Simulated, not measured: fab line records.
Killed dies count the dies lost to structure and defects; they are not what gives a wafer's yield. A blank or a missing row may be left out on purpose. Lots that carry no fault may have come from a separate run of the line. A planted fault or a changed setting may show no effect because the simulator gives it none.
fab line records	flow n5Finfet	part 2 of 2: steps 4 to 6 of 6
record: lots: 22	wafers: 66	lastDay: 18
route steps=1938 shown BEOL_M1@775
lots untouched by any fault: they come from a run of this same line in which no faults occurred
startH: hours from the record's opening day to when the first of the lot's shown wafers began	waitH: hours since the lot's step before	" repeats the value in the row above	L1.1+2: a single row standing in for several wafers	- no value, or no start given	* or withheld: withheld	< > ~ a bound
route shown NAME@n: names a module that has steps shown in the file, with the first one's number in the route	usual: the fault-free wafers' mean and standard deviation	same: alike in all rows	chamber/n: place in a boat	sites: the reading at each site	_std_site: their standard deviation	_edge_site: inner sites' mean taken away from outer sites' mean	radiusMm: for every site, how far away it sits from the centre of the wafer	mask NAME#n: copy n	behind: tool/chamber where the wafer was last shaped	hold: why the lot went on hold/how many hours it stayed there/how the hold came to an end	device: the transistor (n, p or np) that didn't switch	end of line: the same wafers' tests at the end of the route	a step with no rows: only its recipe	killed: count of dies lost to structure and defects at first sort (not the wafer's yield)	map: the dies of a wafer, with x for killed, . for not killed, _ for no die there
set.NAME: the setting as run; set.NAME@STEP: as run at that earlier step	model.NAME: the simulator's own value behind a step, which no gauge read
route steps across a sampled set of lots; one table per step, one row per wafer
services: a tool's chamber out of use, with start hour (startH, from the record's first day; less than 0 if before it), hours out, and reason
== steps ==
step: N5_BEOL_M1_ETCH_41
recipe: chemistry: CH3F/O2	target: SiCN	targetDepthA: 319	taperDeg: 2	timeS: 57.8	ionEnergyEv: 120	maskMaterial: TiN	pressureMtorr: 30	sourceW: 395	biasW: 75	Ar_flow_sccm: 150	CH3F_flow_sccm: 30	O2_flow_sccm: 20
usual: drypumpMotorCurrentA: 5.7/0.46	mfcArSccm: 150.0/0.5	oesProductAu: 0.80/0.071	rfVppV: 297.5/1.7	showerheadPlenumPTorr: 2.01/0.075	throttleValvePct: 16.30/0.16
lot.wafer	tool	chamber	startH	waitH	drypumpMotorCurrentA	mfcArSccm	oesProductAu	rfHoursCounterH	rfVppV	showerheadPlenumPTorr	throttleValvePct
L074.2	rieDiel-03	0	-	-	5.4	149.4	0.77	133	295.8	2.01	16.49
L074.3	"	2	"	"	6.2	150.1	0.86	55	297.3	2.03	16.06
L074.4	"	0	"	"	5.4	149.7	0.77	-	297.6	2.01	16.48
L075.1	rieDiel-03	0	-	-	5.4	150.2	0.77	135	296.2	2.01	16.46
L075.2	"	1	"	"	6.0	149.7	0.75	173	296.3	1.91	16.32
L075.5	"	1	"	"	6.0	149.7	0.75	-	296.0	1.91	16.35
L076.2	rieDiel-04	1	-	-	5.4	149.8	0.87	39	297.7	1.96	16.57
L076.4	"	0	"	"	6.3	150.4	0.74	164	297.4	1.99	16.25
L076.5	"	1	"	"	5.3	149.6	0.86	-	296.9	1.96	16.56
L077.3	rieDiel-04	1	-	-	5.4	149.5	0.87	39	296.0	1.95	16.55
L077.5	"	3	"	"	6.0	150.1	0.75	-	295.1	1.91	16.24
L077.6	"	0	"	"	6.3	149.7	0.75	-	298.0	1.99	16.24
L078.1	rieDiel-04	0	-	-	6.2	150.2	0.73	167	297.0	1.99	16.25
L078.4	"	3	"	"	6.0	149.6	0.74	158	295.1	1.91	16.24
L078.5	"	2	"	"	4.7	150.2	0.73	-	300.4	2.08	16.17
L079.1	rieDiel-04	0	-	-	6.3	150.2	0.74	168	298.3	1.99	16.24
L079.3	"	1	"	"	5.4	150.1	0.86	43	297.1	1.95	16.57
L079.5	"	2	"	"	4.8	149.1	0.73	-	299.8	2.07	16.15
L080.2	rieDiel-03	2	-	-	6.2	150.7	0.85	66	299.1	2.02	16.07
L080.5	"	1	"	"	6.0	150.5	0.73	-	295.8	1.91	16.33
L080.6	"	0	"	"	5.4	149.6	0.75	-	296.6	2.00	16.50
L081.1	rieDiel-03	3	-	-	6.1	149.1	0.95	11	300.2	2.14	16.33
L081.2	"	1	"	"	6.0	149.6	0.74	185	296.5	1.91	16.35
L081.3	"	0	"	"	5.4	150.2	0.77	148	298.4	2.00	16.49
L084.1	rieDiel-03	2	-	-	6.2	149.6	0.84	69	297.4	2.02	16.09
L084.3	"	1	"	"	5.9	150.2	0.74	190	296.7	1.91	16.36
L084.6	"	3	"	"	6.0	150.4	0.93	-	298.7	2.14	16.35
L083.2	rieDiel-04	0	-	-	6.3	149.8	0.73	177	298.0	1.99	16.26
L083.5	"	3	"	"	6.0	149.4	0.74	-	296.2	1.91	16.26
L083.6	"	2	"	"	4.8	150.3	0.73	-	298.8	2.07	16.16
L085.2	rieDiel-05	3	-	-	5.3	149.9	0.70	235	296.6	1.98	16.31
L085.5	"	0	"	"	6.3	149.5	0.86	-	297.6	1.95	16.48
L085.6	"	3	"	"	5.3	149.9	0.69	-	296.3	1.98	16.31
L086.3	rieDiel-04	3	-	-	6.0	150.1	0.75	165	294.3	1.91	16.26
L086.4	"	0	"	"	6.2	150.3	0.73	181	296.5	1.99	16.28
L086.5	"	2	"	"	4.8	148.9	0.72	-	298.7	2.07	16.19
L087.1	rieDiel-04	3	-	-	6.1	149.7	0.73	166	295.4	1.91	16.26
L087.4	"	2	"	"	4.8	150.4	0.72	188	298.8	2.07	16.18
L087.5	"	0	"	"	6.3	150.0	0.73	-	296.5	1.99	16.27
L088.2	rieDiel-05	3	-	-	5.3	149.6	0.69	241	297.4	1.98	16.34
L088.3	"	2	"	"	5.4	150.2	0.85	79	298.4	2.10	16.17
L088.5	"	2	"	"	5.4	150.5	0.85	-	300.5	2.10	16.16
L089.1	rieDiel-03	0	-	-	5.4	150.2	0.74	162	297.2	2.00	16.54
L089.2	"	1	"	"	6.0	149.9	0.72	200	294.9	1.91	16.39
L089.4	"	2	"	"	6.2	150.0	0.83	79	297.8	2.02	16.09
L090.1	rieDiel-03	3	-	-	6.1	149.9	0.90	29	298.3	2.13	16.40
L090.2	"	2	"	"	6.2	149.4	0.82	82	297.9	2.02	16.10
L090.3	"	0	"	"	5.4	150.0	0.74	164	296.8	2.00	16.53
L091.3	rieDiel-05	1	-	-	5.3	149.5	0.87	70	299.1	2.11	16.09
L091.4	"	3	"	"	5.3	149.1	0.69	246	296.6	1.97	16.33
L091.6	"	2	"	"	5.4	149.8	0.85	-	298.8	2.10	16.20
L092.4	rieDiel-05	2	-	-	5.4	149.9	0.83	86	298.7	2.10	16.20
L092.5	"	1	"	"	5.3	150.5	0.85	-	298.9	2.11	16.11
L092.6	"	0	"	"	6.3	149.7	0.84	-	297.3	1.95	16.50
L093.1	rieDiel-05	2	-	-	5.4	150.4	0.84	87	298.9	2.10	16.19
L093.4	"	1	"	"	5.3	150.4	0.86	73	301.2	2.11	16.12
L093.6	"	1	"	"	5.3	150.7	0.86	-	300.9	2.11	16.09
L094.1	rieDiel-03	3	-	-	6.0	150.5	0.89	35	299.7	2.13	16.39
L094.2	"	2	"	"	6.2	150.8	0.82	89	296.5	2.02	16.13
L094.3	"	1	"	"	6.0	150.2	0.72	209	294.2	1.90	16.40
L095.1	rieDiel-03	1	-	-	6.0	150.1	0.73	212	294.7	1.90	16.41
L095.2	"	3	"	"	6.1	149.2	0.90	37	299.9	2.13	16.40
L095.3	"	0	"	"	5.4	150.1	0.74	173	296.8	2.00	16.55
L096.1	rieDiel-05	1	-	-	5.3	150.3	0.85	79	299.2	2.11	16.11
L096.3	"	0	"	"	6.3	149.5	0.83	73	296.6	1.94	16.50
L096.4	"	0	"	"	6.3	149.0	0.84	-	294.7	1.94	16.52
step: N5_BEOL_M1_SURFACE_TREAT_85
recipe: gas: Ar	timeS: *	ionEnergyEv: *	ionCurrentMaCm2: 0.5	pressureMtorr: *	arFlowSccm: 30
usual: throttleValvePct: *
lot.wafer	tool	chamber	startH	waitH	throttleValvePct
L074.2	pvdSputter-01	-	130.37	0.2	*
L074.3	"	-	"	"	*
L074.4	"	-	"	"	*
L075.1	pvdSputter-01	-	134.23	0.2	*
L075.2	"	-	"	"	*
L075.5	"	-	"	"	*
L076.2	pvdSputter-03	-	142.76	0.1	*
L076.4	"	-	"	"	*
L076.5	"	-	"	"	*
L077.3	pvdSputter-03	-	144.89	0.8	*
L077.5	"	-	"	"	*
L077.6	"	-	"	"	*
L078.1	pvdSputter-03	-	152.75	0.3	*
L078.4	"	-	"	"	*
L078.5	"	-	"	"	*
L079.1	pvdSputter-01	-	161.03	0.3	*
L079.3	"	-	"	"	*
L079.5	"	-	"	"	*
L080.2	pvdSputter-02	-	163.75	0.2	*
L080.5	"	-	"	"	*
L080.6	"	-	"	"	*
L081.1	pvdSputter-01	-	168.60	0.2	*
L081.2	"	-	"	"	*
L081.3	"	-	"	"	*
L084.1	pvdSputter-03	-	183.61	0.1	*
L084.3	"	-	"	"	*
L084.6	"	-	"	"	*
L083.2	pvdSputter-01	-	190.01	0.2	*
L083.5	"	-	"	"	*
L083.6	"	-	"	"	*
L085.2	pvdSputter-03	-	195.82	0.2	*
L085.5	"	-	"	"	*
L085.6	"	-	"	"	*
L086.3	pvdSputter-03	-	203.02	0.2	*
L086.4	"	-	"	"	*
L086.5	"	-	"	"	*
L087.1	pvdSputter-01	-	207.79	0.1	*
L087.4	"	-	"	"	*
L087.5	"	-	"	"	*
L088.2	pvdSputter-03	-	212.56	0.1	*
L088.3	"	-	"	"	*
L088.5	"	-	"	"	*
L089.1	pvdSputter-02	-	216.13	0.2	*
L089.2	"	-	"	"	*
L089.4	"	-	"	"	*
L090.1	pvdSputter-01	-	227.16	0.2	*
L090.2	"	-	"	"	*
L090.3	"	-	"	"	*
L091.3	pvdSputter-01	-	232.35	0.1	*
L091.4	"	-	"	"	*
L091.6	"	-	"	"	*
L092.4	pvdSputter-02	-	238.98	0.1	*
L092.5	"	-	"	"	*
L092.6	"	-	"	"	*
L093.1	pvdSputter-01	-	242.23	0.2	*
L093.4	"	-	"	"	*
L093.6	"	-	"	"	*
L094.1	pvdSputter-01	-	246.81	0.1	*
L094.2	"	-	"	"	*
L094.3	"	-	"	"	*
L095.1	pvdSputter-03	-	253.83	0.1	*
L095.2	"	-	"	"	*
L095.3	"	-	"	"	*
L096.1	pvdSputter-02	-	256.98	0.1	*
L096.3	"	-	"	"	*
L096.4	"	-	"	"	*
step: N5_BEOL_M1_SPUTTER_90
recipe: material: Cu	targetThkA: 45	tempC: -20	chamberPressurePa: 0.07	powerW: withheld	timeS: 8.29
usual: substrateTempC: -20.01/0.11	throttleValvePct: 30.2/1.1
lot.wafer	tool	chamber	startH	waitH	substrateTempC	throttleValvePct
L074.2	pvdSputter-02	-	131.70	0.1	-20.21	30.9
L074.3	"	-	"	"	-20.18	28.2
L074.4	"	-	"	"	-20.09	30.5
L075.1	pvdSputter-02	-	135.74	0.1	-20.06	30.2
L075.2	"	-	"	"	-19.91	30.5
L075.5	"	-	"	"	-20.13	30.6
L076.2	pvdSputter-03	-	144.11	0.1	-20.06	31.8
L076.4	"	-	"	"	-20.24	29.1
L076.5	"	-	"	"	-20.03	31.6
L077.3	pvdSputter-03	-	146.57	0.1	-19.97	29.3
L077.5	"	-	"	"	-20.03	32.7
L077.6	"	-	"	"	-20.09	30.2
L078.1	pvdSputter-03	-	155.93	0.1	-19.96	29.1
L078.4	"	-	"	"	-19.82	32.9
L078.5	"	-	"	"	-20.05	32.1
L079.1	pvdSputter-01	-	162.46	0.1	-19.97	30.2
L079.3	"	-	"	"	-20.03	30.1
L079.5	"	-	"	"	-19.93	30.2
L080.2	pvdSputter-01	-	165.12	0.1	-19.89	30.2
L080.5	"	-	"	"	-20.17	30.2
L080.6	"	-	"	"	-19.90	29.9
L081.1	pvdSputter-01	-	170.22	0.1	-19.81	30.1
L081.2	"	-	"	"	-20.03	30.0
L081.3	"	-	"	"	-19.84	29.4
L084.1	pvdSputter-03	-	184.95	0.1	-20.11	28.8
L084.3	"	-	"	"	-20.09	32.0
L084.6	"	-	"	"	-20.12	28.8
L083.2	pvdSputter-03	-	191.33	0.1	-19.99	31.6
L083.5	"	-	"	"	-19.73	29.1
L083.6	"	-	"	"	-20.08	33.0
L085.2	pvdSputter-01	-	197.21	0.1	-20.04	30.2
L085.5	"	-	"	"	-19.89	30.0
L085.6	"	-	"	"	-20.10	29.4
L086.3	pvdSputter-01	-	206.14	0.1	-19.81	29.9
L086.4	"	-	"	"	-20.05	30.3
L086.5	"	-	"	"	-20.13	30.1
L087.1	pvdSputter-01	-	209.12	0.1	-20.10	30.3
L087.4	"	-	"	"	-19.88	30.1
L087.5	"	-	"	"	-20.01	30.2
L088.2	pvdSputter-01	-	214.00	0.1	-20.14	29.2
L088.3	"	-	"	"	-20.00	29.9
L088.5	"	-	"	"	-20.03	30.0
L089.1	pvdSputter-01	-	217.94	0.1	-19.92	29.9
L089.2	"	-	"	"	-20.07	29.3
L089.4	"	-	"	"	-19.78	29.9
L090.1	pvdSputter-02	-	228.51	0.1	-19.97	30.6
L090.2	"	-	"	"	-19.92	30.7
L090.3	"	-	"	"	-20.01	28.2
L091.3	pvdSputter-03	-	233.82	0.1	-19.92	32.7
L091.4	"	-	"	"	-19.82	30.1
L091.6	"	-	"	"	-20.03	29.2
L092.4	pvdSputter-01	-	240.41	0.1	-20.00	29.4
L092.5	"	-	"	"	-20.15	29.2
L092.6	"	-	"	"	-19.93	30.1
L093.1	pvdSputter-01	-	243.61	0.1	-20.32	29.9
L093.4	"	-	"	"	-20.05	30.3
L093.6	"	-	"	"	-20.03	29.5
L094.1	pvdSputter-01	-	248.23	0.1	-19.95	30.1
L094.2	"	-	"	"	-19.97	29.3
L094.3	"	-	"	"	-19.84	30.3
L095.1	pvdSputter-01	-	255.19	0.1	-19.92	29.1
L095.2	"	-	"	"	-19.97	30.2
L095.3	"	-	"	"	-19.94	30.3
L096.1	pvdSputter-03	-	258.30	0.1	-20.21	30.2
L096.3	"	-	"	"	-20.10	31.6
L096.4	"	-	"	"	-20.07	29.2
== services ==
tool	chamber	startH	hours	kind
rieDiel-03	3	114.50	-	clean
rieDiel-03	3	114.50	-	consumableReplace:focusRing
rieDiel-03	3	114.50	-	consumableReplace:showerhead
rieDiel-03	3	114.50	19.1	scheduledDown
rieDiel-03	3	114.50	19.1	ventCycle
rieDiel-04	3	158.32	14.6	repair
rieDiel-03	2	166.17	6.7	repair
pvdSputter-03	-	168.44	10.5	repair
rieDiel-04	3	193.36	5.3	repair
rieDiel-04	3	210.71	1.6	repair
rieDiel-05	3	242.10	-	clean
rieDiel-05	3	242.10	-	consumableReplace:focusRing
rieDiel-05	3	242.10	27.1	scheduledDown
rieDiel-05	3	242.10	27.1	ventCycle
rieDiel-05	1	245.40	1.7	repair
